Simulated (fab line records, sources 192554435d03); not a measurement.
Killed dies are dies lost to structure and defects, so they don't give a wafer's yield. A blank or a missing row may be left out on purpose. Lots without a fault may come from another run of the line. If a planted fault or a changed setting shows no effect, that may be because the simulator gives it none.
A lot that was struck, set against a sound lot | flow n5Finfet | 36 steps out of a route of 1938
Sound: wafers L830.3, L830.4, L830.5. Wafers L837.2, L837.5, L837.6 were the ones struck. The cause is given at the end.
Each step with rows lists, per side, the tool, then ch with its chambers, then its first start. Under that, the readings that differ: sound wafers | struck wafers | difference of the means | sigmas: that difference in standard deviations of wafers without a fault.
alike: readings with means less than 2 such deviations apart, plus words and numbers identical on both sides. not compared: withheld readings, readings lacking a value on some wafer, bounds such as >300 that could conceal the same value, and numbers that have no deviation in the record and whose values overlap.
A row with sigmas, a row that says differs or no value, or rows on one side alone: a step with any of these is where the two part. When numbers do not overlap yet have no deviation, they are printed without sigmas and do not part them. A reading that every wafer of one side lacks parts them only if that side has two wafers or more.

first, 9 steps without rows for these wafers: N5_BEOL_M5_COAT_60 (time 60 s, resist thk 12 nm); N5_BEOL_M5_COAT_71 (time 60 s, resist thk 5 nm); N5_BEOL_M5_COAT_05 (resist thk 30 nm); N5_BEOL_M5_EBR_07; N5_BEOL_M5_SOFTBAKE_06 (time 60 s); N5_BEOL_M5_EXPOSE_08 (exposes mask M5, target cd 28 nm); N5_BEOL_M5_PEB_09 (peb time 60 s); N5_BEOL_M5_DEVELOP_10 (develop time 30 s); N5_BEOL_M5_DESCUM_16 (chemistry O2, time 7 s).
N5_BEOL_M5_ETCH_72: etches underlayer in N2/H2, target depth 6.5 nm, time 5.2 s.
  sound on rieDiel-02 ch 0,1, day 9 22:16; struck on rieDiel-02 ch 0,1, day 11 12:39
  alike: drypumpMotorCurrentA, etchRfOnTimeS, oesProductAu, rfVppV, showerheadPlenumPTorr, throttleValvePct
  not compared: rfHoursCounterH
then, 25 steps without rows for these wafers: N5_BEOL_M5_ETCH_61 (etches SiARC in CF4, target depth 15.6 nm, time 26 s); N5_BEOL_M5_ETCH_62 (etches SOC in N2/H2, target depth 75 nm, overetch 15 nm, time 112.5 s); N5_BEOL_M5_STRIP_63 (strips in N2/H2); N5_BEOL_M5_STRIP_73 (strips in N2/H2); N5_BEOL_M5_STRIP_64 (strips in CF4); N5_BEOL_M5_HM_OPEN_17 (chemistry Cl2/BCl3, target TiN, target depth 20 nm, overetch 6 nm); N5_BEOL_M5_STRIP_19 (strips in O2); N5_BEOL_M5_COAT_65 (time 60 s, resist thk 60 nm); N5_BEOL_M5_COAT_66 (time 60 s, resist thk 12 nm); N5_BEOL_M5_COAT_74 (time 60 s, resist thk 5 nm); N5_BEOL_M5_COAT_22 (resist thk 30 nm); N5_BEOL_M5_EBR_24; N5_BEOL_M5_SOFTBAKE_23 (time 60 s); N5_BEOL_M5_EXPOSE_25 (exposes mask V4, defocus 10 nm); N5_BEOL_M5_PEB_26 (peb time 60 s); N5_BEOL_M5_DEVELOP_27 (develop time 30 s); N5_BEOL_M5_DESCUM_33 (chemistry O2, time 7 s); N5_BEOL_M5_ETCH_75 (etches underlayer in N2/H2, target depth 6.5 nm, time 5.2 s); N5_BEOL_M5_ETCH_67 (etches SiARC in CF4, target depth 15.6 nm, time 26 s); N5_BEOL_M5_ETCH_68 (etches SOC in N2/H2, target depth 80 nm, overetch 16 nm, time 120 s); N5_BEOL_M5_STRIP_69 (strips in N2/H2); N5_BEOL_M5_STRIP_76 (strips in N2/H2); N5_BEOL_M5_VIA_ETCH_34 (etches SiCOH lowk in C4F6/O2, target depth 88.3 nm, time 39.2 s); N5_BEOL_M5_STRIP_85 (strips in C4F6/O2); N5_BEOL_M5_STRIP_36 (strips in N2/H2).
-- here the record skips 4 days between the struck wafers' starts before and after, leaving off in module BEOL_M5 and picking up in module PASSIVATION (first step shown: number 1936 of the route) --
N5_PASSIVATION_PROBE_49:
  only the struck wafers here have rows in the record (prober-01, day 15 22:53); the sound ones have none

WHERE THEY PART
N5_PASSIVATION_PROBE_49 only, going by this record.

WHY: whatever the simulator had introduced
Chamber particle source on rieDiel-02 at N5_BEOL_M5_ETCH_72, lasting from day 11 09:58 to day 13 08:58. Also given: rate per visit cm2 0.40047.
